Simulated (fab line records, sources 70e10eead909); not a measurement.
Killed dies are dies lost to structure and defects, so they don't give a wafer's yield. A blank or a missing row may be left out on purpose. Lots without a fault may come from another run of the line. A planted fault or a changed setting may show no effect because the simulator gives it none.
Chamber matching | flow nand_harc | NHARC_A_SGD_CUT_DEP_00 on pecvd-01: 3 sister chambers
The step deposits SiNx, target thk 50 nm. 6 wafers are shown with their chamber, then 7 later ones without.

WAFERS WITH THEIR CHAMBER
wafer  | chamber | heater_power_outer_w (W) | heater_power_w (W)
L853.3 | 0       | 496                      | 794
L858.1 | 2       | 383                      | 636
L858.3 | 1       | 442                      | 695
L858.5 | 1       | 454                      | 696
L859.3 | 0       | 459                      | 736
L859.4 | 2       | 370                      | 640

WAFERS WITHOUT THEIR CHAMBER
wafer  | heater_power_outer_w (W) | heater_power_w (W)
L859.5 | 465                      | 748
L872.1 | 494                      | 785
L872.2 | 434                      | 650
L872.6 | 426                      | 675
L873.3 | 518                      | 807
L873.4 | 514                      | 821
L873.5 | 437                      | 660

WHICH CHAMBER EACH WENT THROUGH
wafer  | from the rows above     | in truth
L859.5 | can't be placed: 0 or 1 | 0
L872.1 | 0                       | 0
L872.2 | can't be placed: 1 or 2 | 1
L872.6 | can't be placed: 1 or 2 | 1
L873.3 | 0                       | 0
L873.4 | 0                       | 0
L873.5 | 1                       | 1
Placed correctly: 4 of 7. Can't be placed from these rows: 3 (the true chamber is among the candidates in 3). Placed wrongly: 0.
How it was worked out, from the rows above alone: a wafer's distance from a chamber is the root of the sum, over the readings, of the square of ((its reading less the chamber's mean) divided by the reading's scatter). The wafer belongs to the nearest chamber; if the next one is less than 2 further off, it can't be placed. A chamber's mean is the mean of its shown wafers. The scatter: the root of (the sum of the squares of (reading less its chamber's mean) over the shown wafers, divided by (wafers less chambers)).
